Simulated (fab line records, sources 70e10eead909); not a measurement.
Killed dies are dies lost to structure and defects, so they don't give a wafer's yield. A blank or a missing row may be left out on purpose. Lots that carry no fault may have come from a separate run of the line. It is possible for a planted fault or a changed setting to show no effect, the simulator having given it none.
Commonality check across tools / flow nand harc / 12 lots, 35 wafers sampled

THE REASON FOR OPENING IT
At NHARC_P_M1_INSPECT_11 the reading raw defect count is flagged on 1 of 12 lots. Fault-free wafers read 4.0, with a standard deviation of 2.2.
Rule: a lot is flagged when every wafer of it that has a number lies more than 4 standard deviations from that mean, or none has a number. The other lots count as sound.

lot=L378; measured=day 6 06:13; on=defect inspect-02; raw defect count, wafer by wafer=3 2 5; flag=
lot=L385; measured=day 8 10:44; on=defect inspect-01; raw defect count, wafer by wafer=391 388; flag=FLAGGED
lot=L388; measured=day 9 05:13; on=defect inspect-02; raw defect count, wafer by wafer=3 5 5; flag=
lot=L389; measured=day 9 06:12; on=defect inspect-01; raw defect count, wafer by wafer=4 5 8; flag=
lot=L391; measured=day 9 23:49; on=defect inspect-01; raw defect count, wafer by wafer=2 4 7; flag=
lot=L392; measured=day 10 02:10; on=defect inspect-02; raw defect count, wafer by wafer=7 4 8; flag=
lot=L394; measured=day 10 15:14; on=defect inspect-02; raw defect count, wafer by wafer=12 9 9; flag=
lot=L395; measured=day 10 23:26; on=defect inspect-02; raw defect count, wafer by wafer=6 1 2; flag=
lot=L396; measured=day 11 00:17; on=defect inspect-01; raw defect count, wafer by wafer=4 3 6; flag=
lot=L397; measured=day 11 06:04; on=defect inspect-01; raw defect count, wafer by wafer=5 6 2; flag=
lot=L399; measured=day 11 10:28; on=defect inspect-01; raw defect count, wafer by wafer=2 2 2; flag=
lot=L398; measured=day 11 10:56; on=defect inspect-01; raw defect count, wafer by wafer=2 3 2; flag=
On average the flagged lots read 389.5, which is +385.5 against the usual, or +99 or more standard deviations.

TOOL THAT RAN EACH LOT
The record holds 2 process steps before the reading, out of a route of 1159 steps. Read each cell as the tool, then ch plus the chambers that the sampled wafers visited, then the start.
lot=L378; flag=; NHARC_P_M0_CMP_23=cmp-02 ch 0,1, day 6 04:05; NHARC_P_M0_DEP_32=pecvd-03 ch 0,1,2, day 6 04:52
lot=L385; flag=FLAGGED; NHARC_P_M0_CMP_23=cmp-04 ch 3, day 8 08:47; NHARC_P_M0_DEP_32=pecvd-01 ch 0, day 8 09:27
lot=L388; flag=; NHARC_P_M0_CMP_23=cmp-04 ch 0,1,2, day 9 03:13; NHARC_P_M0_DEP_32=pecvd-03 ch 1,2, day 9 03:53
lot=L389; flag=; NHARC_P_M0_CMP_23=cmp-02 ch 1,2,3, day 9 04:14; NHARC_P_M0_DEP_32=pecvd-03 ch 1,2, day 9 04:53
lot=L391; flag=; NHARC_P_M0_CMP_23=cmp-02 ch 0,2, day 9 21:59; NHARC_P_M0_DEP_32=pecvd-02 ch 0,2, day 9 22:37
lot=L392; flag=; NHARC_P_M0_CMP_23=cmp-04 ch 0,3, day 10 00:00; NHARC_P_M0_DEP_32=pecvd-03 ch 0,2, day 10 00:40
lot=L394; flag=; NHARC_P_M0_CMP_23=cmp-04 ch 2,3, day 10 13:22; NHARC_P_M0_DEP_32=pecvd-03 ch 0,1, day 10 14:00
lot=L395; flag=; NHARC_P_M0_CMP_23=cmp-02 ch 0,1,3, day 10 21:18; NHARC_P_M0_DEP_32=pecvd-02 ch 0,1,2, day 10 21:56
lot=L396; flag=; NHARC_P_M0_CMP_23=cmp-04 ch 1,2, day 10 22:17; NHARC_P_M0_DEP_32=pecvd-02 ch 0,1,2, day 10 22:56
lot=L397; flag=; NHARC_P_M0_CMP_23=cmp-02 ch 2,3, day 11 03:53; NHARC_P_M0_DEP_32=pecvd-02 ch 0,2, day 11 04:46
lot=L399; flag=; NHARC_P_M0_CMP_23=cmp-04 ch 0,1,2, day 11 08:13; NHARC_P_M0_DEP_32=pecvd-02 ch 0,1,2, day 11 09:14
lot=L398; flag=; NHARC_P_M0_CMP_23=cmp-04 ch 0,1, day 11 08:36; NHARC_P_M0_DEP_32=pecvd-02 ch 0,2, day 11 09:39
What these steps do:
- NHARC_P_M0_CMP_23: polishes, t overpolish 20 s, target thk 117.53 nm.
- NHARC_P_M0_DEP_32: deposits SiCN, target thk 30 nm.
- NHARC_P_M1_INSPECT_11

FLAGGED AGAINST TOTAL, ONE TOOL AT A TIME (gauges that did the reading follow at the end)
step=NHARC_P_M0_CMP_23; tool=cmp-02; lots run=5; flagged=0; share of the flagged lots=none; sound lots run after its first flagged lot=-
step=NHARC_P_M0_CMP_23; tool=cmp-04; lots run=7; flagged=1; share of the flagged lots=all; sound lots run after its first flagged lot=6 (L388,L392,L394,L396,L399,L398)
step=NHARC_P_M0_DEP_32; tool=pecvd-01; lots run=1; flagged=1; share of the flagged lots=all; sound lots run after its first flagged lot=0
step=NHARC_P_M0_DEP_32; tool=pecvd-02; lots run=6; flagged=0; share of the flagged lots=none; sound lots run after its first flagged lot=-
step=NHARC_P_M0_DEP_32; tool=pecvd-03; lots run=5; flagged=0; share of the flagged lots=none; sound lots run after its first flagged lot=-
step=NHARC_P_M1_INSPECT_11; tool=defect inspect-01; lots run=7; flagged=1; share of the flagged lots=all; sound lots run after its first flagged lot=6 (L389,L391,L396,L397,L399,L398)
step=NHARC_P_M1_INSPECT_11; tool=defect inspect-02; lots run=5; flagged=0; share of the flagged lots=none; sound lots run after its first flagged lot=-

WHAT THE TABLE ALLOWS
In the table, 3 rows ran each flagged lot (cmp-04 at NHARC_P_M0_CMP_23; pecvd-01 at NHARC_P_M0_DEP_32; defect inspect-01 at NHARC_P_M1_INSPECT_11).
- cmp-04 at NHARC_P_M0_CMP_23 ran 7 lots, 1 of them flagged. After the first flagged lot (L388, L392, L394, L396, L399, L398), sound lots still ran on it; a lasting fault on the whole tool would not permit that.
- pecvd-01 at NHARC_P_M0_DEP_32: 1 of its 1 lot flagged. With no sound lot run before its first flagged lot in this sample, there is nothing to narrow down the start.
- defect inspect-01 at NHARC_P_M1_INSPECT_11 ran 7 lots, 1 of them flagged. After the first flagged lot (L389, L391, L396, L397, L399, L398), sound lots still ran on it; a lasting fault on the whole tool would not permit that.
What remains is a single tool, pecvd-01 at NHARC_P_M0_DEP_32.

WHAT HAD BEEN PUT IN BY THE SIMULATOR
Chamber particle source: pecvd-01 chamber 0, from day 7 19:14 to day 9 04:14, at NHARC_P_M0_DEP_32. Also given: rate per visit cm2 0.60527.
Lots struck among those shown: L385. The same result came from the rule above.
